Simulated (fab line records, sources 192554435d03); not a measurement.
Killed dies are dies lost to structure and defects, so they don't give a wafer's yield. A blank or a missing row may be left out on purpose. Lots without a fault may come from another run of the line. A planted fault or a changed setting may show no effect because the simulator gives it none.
fab line records | flow n5_finfet
record lots=4 wafers=12 last_day=18
route steps=1938 shown BEOL_M4@1099 BEOL_M5@1112 PASSIVATION@1936
lots that met no fault: from a run of the same line without faults
start_h: hours from the record's first day to the start of the lot's first wafer shown | wait_h: hours since the lot's step before | " the same as in the row above | L1.1+2: a row that stands for several wafers | - no value, or no start given | * or withheld: withheld | < > ~ a bound
route shown NAME@n: a module of which the file shows steps, and the number in the route of the first | usual: mean/standard deviation of fault-free wafers | same: alike in all rows | chamber/n: place in a boat | sites: the reading at each site | _std_site: their standard deviation | _edge_site: outer sites' mean less inner sites' | radius_mm: how far each site lies from the wafer's centre | mask NAME#n: copy n | behind: the tool/chamber that last shaped the wafer | hold: why the lot was held/for how many hours/how that ended | device: the transistor (n, p or np) that didn't switch | end of line: the same wafers' tests at the end of the route | a step without rows: its recipe alone | killed: dies lost to structure and defects at the first sort, not the wafer's yield | map: a wafer's dies, x killed, . not, _ none there
set.NAME: the setting as run; set.NAME@STEP: as run at that earlier step | model.NAME: the simulator's own value behind a step, which no gauge read
lots at some steps of the route; a table a step, a row a wafer
services: from which hour (start_h, from the record's first day; less than 0 if before it) a tool's chamber was out of use, for how many hours, and why
## steps
# step N5_BEOL_M4_ANNEAL_95
# recipe temp_c=400 time_s=240 ambient=vacuum
# step N5_BEOL_M4_SPUTTER_96
# recipe material=Cu target_thk_a=45 temp_c=-20 chamber_pressure_pa=0.07 power_w=withheld time_s=8.29
# step N5_BEOL_M4_ECD_50
# recipe material=Cu target_thk_a=3000
# step N5_BEOL_M4_ANNEAL_51
# recipe temp_c=225 time_s=90 ambient=N2
# step N5_BEOL_M4_CMP_52
# recipe stop_on=SiOC t_overpolish_s=6.8 down_force_psi=1 platen_rpm=50 clearing_platen_down_force_psi=1.5 clearing_platen_rpm=50 post_cmp_clean=cu_alkaline target_thk_nm=40 clearing_platen_pad_velocity_m_s=0.99484 pad_velocity_m_s=0.99484
# step N5_BEOL_M4_PRE_CLEAN_60
# recipe gas=NH3/H2 time_s=15 temp_c=* rf_power_w=300
# step N5_BEOL_M4_CO_CAP_55
# recipe material=Co target_thk_a=20 temp_c=200 precursor=CCTBA/H2 pressure_torr=30 time_s=102.1
# step N5_BEOL_M4_PRE_CLEAN_56
# recipe gas=NH3 time_s=15 temp_c=withheld rf_power_w=300
# step N5_BEOL_M4_DEP_57
# recipe material=SiCN target_thk_a=80 temp_c=withheld precursor=3MS/NH3 pressure_torr=3 rf_w=202 time_s=14
# step N5_BEOL_M4_RC_MEAS_101
# usual DIBL_N=37.0/2.3 DIBL_P=37.3/2.8 IOFF_N=0.17/0.046 IOFF_P=0.23/0.054 ION_N=675/14 ION_P=460/9.3 SS_N=71.7/0.73 SS_P=73.6/0.95 VT_N=249/3.9 VT_P=-250/3.9
# columns lot.wafer tool chamber start_h wait_h DIBL_N[mV/V] DIBL_P[mV/V] IOFF_N[nA/um] IOFF_P[nA/um] ION_N[uA/um] ION_P[uA/um] SS_N[mV/dec] SS_P[mV/dec] VT_N[mV] VT_P[mV]
L602.1 prober-02 0 222.25 0.0 41.1 40.8 0.26 0.35 680 466 73.5 75.3 245 -241
L602.2 " 0 " " 36.6 36.5 0.16 0.24 683 471 71.4 73.0 250 -247
L602.4 " 0 " " 34.0 33.0 0.12 0.19 646 451 71.2 71.9 252 -250
L603.1 prober-01 0 225.37 0.0 36.8 35.2 0.16 0.23 679 471 71.8 72.9 251 -246
L603.2 " 0 " " 35.5 35.9 0.14 0.24 668 469 70.9 74.1 252 -250
L603.5 " 0 " " 35.5 33.5 0.13 0.19 665 466 71.2 73.2 253 -250
L616.1 prober-01 0 317.82 0.0 38.0 41.1 0.18 0.23 674 454 72.3 74.7 250 -254
L616.2 " 0 " " 38.0 40.4 0.19 0.21 681 459 72.0 73.8 250 -251
L616.5 " 0 " " 37.7 39.3 0.19 0.20 666 449 72.0 74.9 249 -256
L615.3 prober-02 0 320.02 0.3 34.7 34.0 0.13 0.18 655 449 71.6 73.3 252 -252
L615.5 " 0 " " 42.4 44.0 0.32 0.37 699 473 74.0 75.3 242 -244
L615.6 " 0 " " 37.3 38.3 0.20 0.25 673 458 72.0 74.7 248 -248
# step N5_BEOL_M5_ILD_DEP_00
# recipe material=SiCOH_lowk target_thk_a=1406.4 temp_c=300 precursor=DEMS/porogen pressure_torr=5 rf_w=500 time_s=25.9
# step N5_BEOL_M5_CURE_79
# recipe temp_c=385 time_s=240 ambient=He/Ar material=SiCOH_lowk
# step N5_BEOL_M5_PECVD_70
# recipe material=SiO2 target_thk_a=160 temp_c=400 precursor=TEOS/O2 pressure_torr=5.5 rf_w=450 teos_flow_sccm=53.8 gas=O2 flow_sccm=3000 time_s=18
# step N5_BEOL_M5_HM_DEP_02
# recipe material=TiN target_thk_a=200 temp_c=25 chamber_pressure_pa=0.49996
# step N5_BEOL_M5_COAT_59
# recipe resist=SOC temp_c=250 time_s=60 spin_rpm=1500 resist_thk_nm=60
# step N5_BEOL_M5_COAT_60
# recipe resist=SiARC temp_c=220 time_s=60 spin_rpm=1500 resist_thk_nm=12
# step N5_BEOL_M5_COAT_71
# recipe resist=underlayer temp_c=205 time_s=60 spin_rpm=1500 resist_thk_nm=5
# step N5_BEOL_M5_COAT_05
# recipe resist=CAR-EUV spin_rpm=1500 resist_thk_nm=30
# step N5_BEOL_M5_EBR_07
# recipe solvent=PGMEA ebr_width_mm=1.5
# step N5_BEOL_M5_SOFTBAKE_06
# recipe temp_c=110 time_s=60 resist=CAR-EUV
# step N5_BEOL_M5_EXPOSE_08
# recipe mask_id=M5 na=0.33 source_shape=annular sigma_inner=0.4 sigma_outer=0.8 polarization=unpolarized target_cd_nm=28 dose_mj=35.75
# step N5_BEOL_M5_PEB_09
# recipe peb_temp_c=100 peb_time_s=60 resist=CAR-EUV
# step N5_BEOL_M5_DEVELOP_10
# recipe develop_time_s=30 developer=TMAH resist=CAR-EUV rinse_liquid=surfactant_rinse dry=air_spin dev_temp_c=23
# step N5_BEOL_M5_DESCUM_16
# recipe chemistry=O2 time_s=7 source_power_w=50 bias_power_w=20 pressure_mtorr=20 rf_frequency_hz=2.712e+07 temp_c=40 resist=CAR-EUV o2_flow_sccm=225
# step N5_BEOL_M5_ETCH_72
# recipe chemistry=N2/H2 target=underlayer target_depth_a=65 mask_material=CAR-EUV time_s=5.2 ion_energy_ev=200 pressure_mtorr=30 source_w=840 bias_w=150 n2_flow_sccm=200 h2_flow_sccm=200 ends=cleared
# step N5_BEOL_M5_ETCH_61
# recipe chemistry=CF4 target=SiARC target_depth_a=156 mask_material=CAR-EUV time_s=26 ion_energy_ev=80 pressure_mtorr=40 source_w=545 bias_w=36 Ar_flow_sccm=100 cf4_flow_sccm=100 ends=cleared
# step N5_BEOL_M5_ETCH_62
# recipe chemistry=N2/H2 target=SOC target_depth_a=750 overetch_a=150 mask_material=SiARC temp_c=40 time_s=112.5 ion_energy_ev=200 pressure_mtorr=30 source_w=840 bias_w=150 n2_flow_sccm=200 h2_flow_sccm=200
# step N5_BEOL_M5_STRIP_63
# recipe chemistry=N2/H2 temp_c=40 n2_flow_sccm=200 h2_flow_sccm=200 rf_frequency_hz=6e+07
# step N5_BEOL_M5_STRIP_73
# recipe chemistry=N2/H2 temp_c=40 n2_flow_sccm=200 h2_flow_sccm=200 rf_frequency_hz=6e+07
# step N5_BEOL_M5_STRIP_64
# recipe chemistry=CF4 resist=SiARC power_w=300 bias_power_w=75 pressure_mtorr=50 cf4_flow_sccm=150 rf_frequency_hz=6e+07
# step N5_BEOL_M5_HM_OPEN_17
# recipe chemistry=Cl2/BCl3 target_depth_a=200 overetch_a=60 target=TiN mask_material=SOC ion_energy_ev=150 pressure_mtorr=10 icp_w=1000 bias_w=126 Cl2_flow_sccm=53.25 bcl3_flow_sccm=21.75 Ar_flow_sccm=25
# step N5_BEOL_M5_STRIP_19
# recipe chemistry=O2 power_w=400 temp_c=40 pressure_mtorr=30 rf_frequency_hz=6e+07 bias_power_w=0 overash_fraction=0.2 o2_flow_sccm=225
# step N5_BEOL_M5_COAT_65
# recipe resist=SOC temp_c=250 time_s=60 spin_rpm=1500 resist_thk_nm=60
# step N5_BEOL_M5_COAT_66
# recipe resist=SiARC temp_c=220 time_s=60 spin_rpm=1500 resist_thk_nm=12
# step N5_BEOL_M5_ETCH_67
# recipe chemistry=CF4 target=SiARC target_depth_a=156 mask_material=CAR-EUV time_s=26 ion_energy_ev=80 pressure_mtorr=40 source_w=545 bias_w=36 Ar_flow_sccm=100 cf4_flow_sccm=100 ends=cleared
# usual bias_w=35.99/0.1 cf4_flow_sccm=99.9/0.31 drypump_motor_current_A=5.7/0.55 etch_rf_on_time_s=26.1/0.91 oes_product_au=0.65/0.082 rf_fwd_power_W=532.0/1.9 rf_vpp_V=184.4/1.2 showerhead_plenum_p_Torr=2.16/0.074 throttle_valve_pct=15.58/0.2
# columns lot.wafer tool chamber start_h wait_h bias_w cf4_flow_sccm drypump_motor_current_A etch_rf_on_time_s oes_product_au rf_fwd_power_W rf_hours_counter_h rf_vpp_V showerhead_plenum_p_Torr throttle_valve_pct model.CAR-EUV_of_BEOL_M5_COAT_22.thk_nm
L602.1 rie_diel-06 3 226.50 0.0 35.96 100.2 5.2 25.6 0.61 532.6 182 183.3 2.03 15.55 11.2
L602.2 " 0 " " 35.97 100.0 5.9 26.2 0.60 532.0 209 184.4 2.20 15.87 11.2
L602.4 " 1 " " 35.90 99.7 5.4 26.4 0.69 526.5 72 184.9 2.16 15.22 11.2
L603.1 rie_diel-04 3 230.11 0.0 36.23 99.8 5.9 27.6 0.56 531.8 248 182.0 2.04 15.82 11
L603.2 " 0 " " 36.01 99.6 5.3 26.7 0.62 530.3 167 185.1 2.21 15.65 11
L603.5 " 0 " " 35.95 100.0 5.3 26.8 0.62 530.5 - 185.5 2.21 15.66 11
L616.1 rie_diel-04 2 321.31 0.0 - - - - - - - - - - 20.2
L616.2 " 0 " " - - - - - - - - - - 20.2
L616.5 " 3 " " - - - - - - - - - - 20.2
L615.3 rie_diel-02 2 324.08 0.0 - - - - - - - - - - 20.4
L615.5 " 2 " " - - - - - - - - - - 20.4
L615.6 " 1 " " - - - - - - - - - - 20.4
# step N5_BEOL_M5_ETCH_68
# recipe chemistry=N2/H2 target=SOC target_depth_a=800 overetch_a=160 mask_material=SiARC temp_c=40 time_s=120 ion_energy_ev=200 pressure_mtorr=30 source_w=840 bias_w=150 n2_flow_sccm=200 h2_flow_sccm=200
# usual bias_w=150.0/0.47 chamber_pressure_mTorr=30.001/0.028 drypump_motor_current_A=5.7/0.55 oes_product_au=0.58/0.065 rf_fwd_power_W=836.0/2.7 rf_vpp_V=524.5/2.7 showerhead_plenum_p_Torr=2.57/0.089 throttle_valve_pct=17.73/0.29
# columns lot.wafer tool chamber start_h wait_h bias_w chamber_pressure_mTorr drypump_motor_current_A oes_product_au rf_fwd_power_W rf_hours_counter_h rf_vpp_V showerhead_plenum_p_Torr throttle_valve_pct
L602.1 rie_diel-06 3 226.53 0.0 150.0 30.016 5.2 0.55 837.7 182 520.7 2.44 18.06
L602.2 " 0 " " 150.4 29.996 5.9 0.54 841.9 209 525.3 2.64 18.15
L602.4 " 1 " " 150.7 30.021 5.5 0.62 830.4 72 523.9 2.55 17.16
L603.1 rie_diel-04 3 230.14 0.0 150.0 30.034 5.9 0.53 837.2 248 518.8 2.39 17.80
L603.2 " 0 " " 150.6 29.980 5.3 0.56 838.3 167 526.4 2.65 17.89
L603.5 " 0 " " 150.6 29.973 5.3 0.57 834.5 - 527.2 2.65 17.87
L616.1 rie_diel-04 2 321.33 0.0 150.1 30.007 4.9 0.27 837.1 242 525.8 2.60 17.72
L616.2 " 0 " " 150.0 30.047 5.3 0.27 837.9 196 526.3 2.64 17.88
L616.5 " 3 " " 149.0 30.007 5.9 0.34 836.2 - 529.9 2.70 17.37
L615.3 rie_diel-02 2 324.11 0.0 149.7 30.055 6.3 0.26 836.0 229 519.7 2.41 17.90
L615.5 " 2 " " 150.0 30.011 6.3 0.26 836.3 - 520.2 2.41 17.91
L615.6 " 1 " " 150.2 29.982 5.1 0.35 838.4 - 524.1 2.60 17.06
# step N5_PASSIVATION_PROBE_49
# usual defect_limited_yield=91.5/1.3 killed_at_M0_to_M3=36/10 killed_at_M4_up=13/4.7 killed_at_contacts=13/6.7 killed_at_front_end=37/9.7 killed_at_other=2.6/2.3 killed_dies=101/15 killed_on_rim=14/4.3 killed_open=67/12 killed_short=32/6.7 sort_bin_5_function=5.0/0.89 sort_bin_6_memory=3.2/0.63 sort_bin_8_speed=0.01/0.03 sort_n_pass=1079/16 sort_yield_pct=91.4/1.4
# same gross_dies=1180 killed_at_back_side=0 sort_bin_4_leakage[%]=0
# columns lot.wafer tool chamber start_h wait_h defect_limited_yield[%] killed_at_M0_to_M3 killed_at_M4_up killed_at_contacts killed_at_front_end killed_at_other killed_dies killed_on_rim killed_open killed_short sort_bin_5_function[%] sort_bin_6_memory[%] sort_bin_8_speed[%] sort_n_pass sort_yield_pct[%]
L602.1 prober-02 - 335.82 0.0 91.7 33 13 12 38 2 98 13 65 27 5.5 2.7 0 1082 91.7
L602.2 prober-02 - 335.87 0.1 92.3 26 17 12 35 1 91 13 64 26 4.3 3.1 0 1089 92.3
L602.4 prober-02 - 335.97 0.2 92.5 31 6 8 42 2 89 14 64 25 4.7 2.8 0.25 1088 92.2
L616.1 prober-02 - 437.77 0.9 0 53 1083 11 32 1 1180 152 80 34 96.0 3.6 0 0 0
L616.2 prober-02 - 437.82 1.0 0 61 1071 11 35 2 1180 152 86 28 95.4 4.5 0 0 0
L616.5 prober-02 - 437.97 1.1 0 50 1074 21 34 1 1180 152 84 40 96.0 3.4 0 0 0
L615.3 prober-02 - 439.20 0.1 0 32 1098 22 27 1 1180 152 67 30 96.9 3.1 0 0 0
L615.5 prober-02 - 439.30 0.2 0 34 1091 16 35 4 1180 152 56 43 96.7 3.0 0 0 0
L615.6 prober-02 - 439.35 0.3 0 27 1093 18 39 3 1180 152 71 26 96.6 3.1 0 0 0
# killed by level:class
L602.1 STI_FIN_REVEAL:geometric_particle:open=9 BEOL_M1:geometric_particle:open=9 MOL_CONTACT_COAG:geometric_particle:open=8 BEOL_M0_SAQP:geometric_particle:open=6 FIN_CUT:area_etch=6 DUMMY_GATE:geometric_particle:open=5 BEOL_M0_SAQP:geometric_particle:short=5 FIN_SAQP:geometric_particle:short=4
L602.2 MOL_CONTACT_COAG:geometric_particle:open=11 FIN_SAQP:geometric_particle:open=8 BEOL_M0_SAQP:geometric_particle:open=7 STI_FIN_REVEAL:geometric_particle:open=6 BEOL_M4:geometric_particle:open=5 FIN_SAQP:geometric_particle:short=4 GATE_CUT:geometric_particle:short=4 BEOL_M7:geometric_particle:open=4
L602.4 STI_FIN_REVEAL:geometric_particle:open=13 BEOL_M1:geometric_particle:open=10 FIN_SAQP:geometric_particle:open=9 FIN_SAQP:geometric_particle:short=7 MOL_CONTACT_COAG:geometric_particle:open=7 BEOL_M0_SAQP:geometric_particle:short=7 GATE_CUT:geometric_particle:short=6 BEOL_M0_SAQP:geometric_particle:open=6
L616.1 BEOL_M5:area_etch=1066 BEOL_M3:geometric_particle:open=11 MOL_CONTACT_COAG:geometric_particle:open=9 BEOL_M1:geometric_particle:open=8 BEOL_M2:geometric_particle:open=8 BEOL_M0_SAQP:geometric_particle:open=7 BEOL_M1:geometric_particle:short=6 STARTING-WAFER:geometric_particle:open=6
L616.2 BEOL_M5:area_etch=1064 BEOL_M0_SAQP:geometric_particle:open=17 BEOL_M2:geometric_particle:open=16 STI_FIN_REVEAL:geometric_particle:open=12 MOL_CONTACT_COAG:geometric_particle:open=10 BEOL_M3:geometric_particle:open=10 BEOL_M0_SAQP:geometric_particle:short=9 FIN_SAQP:geometric_particle:open=4
L616.5 BEOL_M5:area_etch=1055 MOL_CONTACT_COAG:geometric_particle:open=17 FIN_SAQP:geometric_particle:open=12 BEOL_M0_SAQP:geometric_particle:open=11 BEOL_M0_SAQP:geometric_particle:short=11 BEOL_M1:geometric_particle:open=7 BEOL_M2:geometric_particle:open=6 BEOL_M3:geometric_particle:open=6
L615.3 BEOL_M5:area_etch=1081 MOL_CONTACT_COAG:geometric_particle:open=16 BEOL_M2:geometric_particle:open=9 STI_FIN_REVEAL:geometric_particle:open=7 GATE_CUT:geometric_particle:short=6 MOL_CONTACT_COAG:geometric_particle:short=6 BEOL_M1:geometric_particle:open=6 BEOL_M3:geometric_particle:open=6
L615.5 BEOL_M5:area_etch=1080 MOL_CONTACT_COAG:geometric_particle:open=12 FIN_SAQP:geometric_particle:open=10 BEOL_M0_SAQP:geometric_particle:open=7 FIN_SAQP:geometric_particle:short=6 BEOL_M2:geometric_particle:open=6 BEOL_M0_SAQP:geometric_particle:short=6 BEOL_M1:geometric_particle:open=5
L615.6 BEOL_M5:area_etch=1083 MOL_CONTACT_COAG:geometric_particle:open=17 STI_FIN_REVEAL:geometric_particle:open=8 BEOL_M1:geometric_particle:open=7 FIN_SAQP:geometric_particle:short=6 FIN_SAQP:geometric_particle:open=6 BEOL_M0_SAQP:geometric_particle:short=5 BEOL_M0_SAQP:geometric_particle:open=5
# map L615.3 (x killed, . not)
_________________xxxxxxxxxxxx________________
______________xxxxxxxxxxxxxxxxxx_____________
___________xxxxxxxxxxxxxxxxxxxxxxxx__________
__________xxxxxxxxxxxxxxxxxxxxxxxxxx_________
________xxxxxxxxxxxxxxxxxxxxxxxxxxxxxx_______
_______xxxxxxxxxxxxxxxxxxxxxxxxxxxxxxxx______
______xxxxxxxxxxxxxxxxxxxxxxxxxxxxxxxxxx_____
_____xxxxxxxxxxxxxxxxxxxxxxxxxxxxxxxxxxxx____
____xxxxxxxxxxxxxxxxxxxxxxxxxxxxxxxxxxxxxx___
___xxxxxxxxxxxxxxxxxxxxxxxxxxxxxxxxxxxxxxxx__
___xxxxxxxxxxxxxxxxxxxxxxxxxxxxxxxxxxxxxxxx__
__xxxxxxxxxxxxxxxxxxxxxxxxxxxxxxxxxxxxxxxxxx_
__xxxxxxxxxxxxxxxxxxxxxxxxxxxxxxxxxxxxxxxxxx_
_xxxxxxxxxxxxxxxxxxxxxxxxxxxxxxxxxxxxxxxxxxxx
_xxxxxxxxxxxxxxxxxxxxxxxxxxxxxxxxxxxxxxxxxxxx
_xxxxxxxxxxxxxxxxxxxxxxxxxxxxxxxxxxxxxxxxxxxx
_xxxxxxxxxxxxxxxxxxxxxxxxxxxxxxxxxxxxxxxxxxxx
_xxxxxxxxxxxxxxxxxxxxxxxxxxxxxxxxxxxxxxxxxxxx
_xxxxxxxxxxxxxxxxxxxxxxxxxxxxxxxxxxxxxxxxxxxx
_xxxxxxxxxxxxxxxxxxxxxxxxxxxxxxxxxxxxxxxxxxxx
_xxxxxxxxxxxxxxxxxxxxxxxxxxxxxxxxxxxxxxxxxxxx
__xxxxxxxxxxxxxxxxxxxxxxxxxxxxxxxxxxxxxxxxxx_
__xxxxxxxxxxxxxxxxxxxxxxxxxxxxxxxxxxxxxxxxxx_
___xxxxxxxxxxxxxxxxxxxxxxxxxxxxxxxxxxxxxxxx__
___xxxxxxxxxxxxxxxxxxxxxxxxxxxxxxxxxxxxxxxx__
____xxxxxxxxxxxxxxxxxxxxxxxxxxxxxxxxxxxxxx___
_____xxxxxxxxxxxxxxxxxxxxxxxxxxxxxxxxxxxx____
______xxxxxxxxxxxxxxxxxxxxxxxxxxxxxxxxxx_____
_______xxxxxxxxxxxxxxxxxxxxxxxxxxxxxxxx______
________xxxxxxxxxxxxxxxxxxxxxxxxxxxxxx_______
__________xxxxxxxxxxxxxxxxxxxxxxxxxx_________
___________xxxxxxxxxxxxxxxxxxxxxxxx__________
______________xxxxxxxxxxxxxxxxxx_____________
_________________xxxxxxxxxxxx________________
# map L616.1 (x killed, . not)
_________________xxxxxxxxxxxx________________
______________xxxxxxxxxxxxxxxxxx_____________
___________xxxxxxxxxxxxxxxxxxxxxxxx__________
__________xxxxxxxxxxxxxxxxxxxxxxxxxx_________
________xxxxxxxxxxxxxxxxxxxxxxxxxxxxxx_______
_______xxxxxxxxxxxxxxxxxxxxxxxxxxxxxxxx______
______xxxxxxxxxxxxxxxxxxxxxxxxxxxxxxxxxx_____
_____xxxxxxxxxxxxxxxxxxxxxxxxxxxxxxxxxxxx____
____xxxxxxxxxxxxxxxxxxxxxxxxxxxxxxxxxxxxxx___
___xxxxxxxxxxxxxxxxxxxxxxxxxxxxxxxxxxxxxxxx__
___xxxxxxxxxxxxxxxxxxxxxxxxxxxxxxxxxxxxxxxx__
__xxxxxxxxxxxxxxxxxxxxxxxxxxxxxxxxxxxxxxxxxx_
__xxxxxxxxxxxxxxxxxxxxxxxxxxxxxxxxxxxxxxxxxx_
_xxxxxxxxxxxxxxxxxxxxxxxxxxxxxxxxxxxxxxxxxxxx
_xxxxxxxxxxxxxxxxxxxxxxxxxxxxxxxxxxxxxxxxxxxx
_xxxxxxxxxxxxxxxxxxxxxxxxxxxxxxxxxxxxxxxxxxxx
_xxxxxxxxxxxxxxxxxxxxxxxxxxxxxxxxxxxxxxxxxxxx
_xxxxxxxxxxxxxxxxxxxxxxxxxxxxxxxxxxxxxxxxxxxx
_xxxxxxxxxxxxxxxxxxxxxxxxxxxxxxxxxxxxxxxxxxxx
_xxxxxxxxxxxxxxxxxxxxxxxxxxxxxxxxxxxxxxxxxxxx
_xxxxxxxxxxxxxxxxxxxxxxxxxxxxxxxxxxxxxxxxxxxx
__xxxxxxxxxxxxxxxxxxxxxxxxxxxxxxxxxxxxxxxxxx_
__xxxxxxxxxxxxxxxxxxxxxxxxxxxxxxxxxxxxxxxxxx_
___xxxxxxxxxxxxxxxxxxxxxxxxxxxxxxxxxxxxxxxx__
___xxxxxxxxxxxxxxxxxxxxxxxxxxxxxxxxxxxxxxxx__
____xxxxxxxxxxxxxxxxxxxxxxxxxxxxxxxxxxxxxx___
_____xxxxxxxxxxxxxxxxxxxxxxxxxxxxxxxxxxxx____
______xxxxxxxxxxxxxxxxxxxxxxxxxxxxxxxxxx_____
_______xxxxxxxxxxxxxxxxxxxxxxxxxxxxxxxx______
________xxxxxxxxxxxxxxxxxxxxxxxxxxxxxx_______
__________xxxxxxxxxxxxxxxxxxxxxxxxxx_________
___________xxxxxxxxxxxxxxxxxxxxxxxx__________
______________xxxxxxxxxxxxxxxxxx_____________
_________________xxxxxxxxxxxx________________
## services
# columns tool chamber start_h hours kind
rie_diel-02 1 222.31 5.3 repair
rie_diel-04 3 237.79 - clean
rie_diel-04 3 237.79 - consumable_replace:focus_ring
rie_diel-04 3 237.79 - consumable_replace:showerhead
rie_diel-04 3 237.79 23.2 scheduled_down
rie_diel-04 3 237.79 23.2 vent_cycle
rie_diel-02 1 267.30 - clean
rie_diel-02 1 267.30 - consumable_replace:esc
rie_diel-02 1 267.30 - consumable_replace:focus_ring
rie_diel-02 1 267.30 22.7 scheduled_down
rie_diel-02 1 267.30 22.7 vent_cycle
## key
first_sign step=N5_BEOL_M5_ETCH_67 reading=tool_record direction=missing
effect step=N5_BEOL_M5_ETCH_68 reading=oes_product_au direction=down sigmas=4.5 usual=0.58 struck=0.29
effect step=N5_PASSIVATION_PROBE_49 reading=killed_at_M4_up direction=up sigmas=99+ usual=13 struck=1085
model_effect step=N5_BEOL_M5_ETCH_67 value=CAR-EUV_of_BEOL_M5_COAT_22.thk_nm without=11.1 struck=20.3
more_kills_born_at N5_BEOL_M5_ETCH_67@rie_diel-02=3244 N5_BEOL_M5_ETCH_67@rie_diel-04=3185
met_at N5_BEOL_M5_ETCH_67
struck_wafers L615.3,L615.5,L615.6,L616.1,L616.2,L616.5
later_rows_left_out L615.3,L615.5,L615.6,L616.1,L616.2,L616.5
onset_between 230.11 321.31
fault kind=skipped_step_whole tool=rie_diel-02,rie_diel-04 chamber=- onset_h=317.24 steps=N5_BEOL_M5_ETCH_67 scope=struck_lots_only
# later_rows_left_out: the simulator's readings of these wafers behind a module that went badly wrong aren't trusted and aren't shown, but for the sort
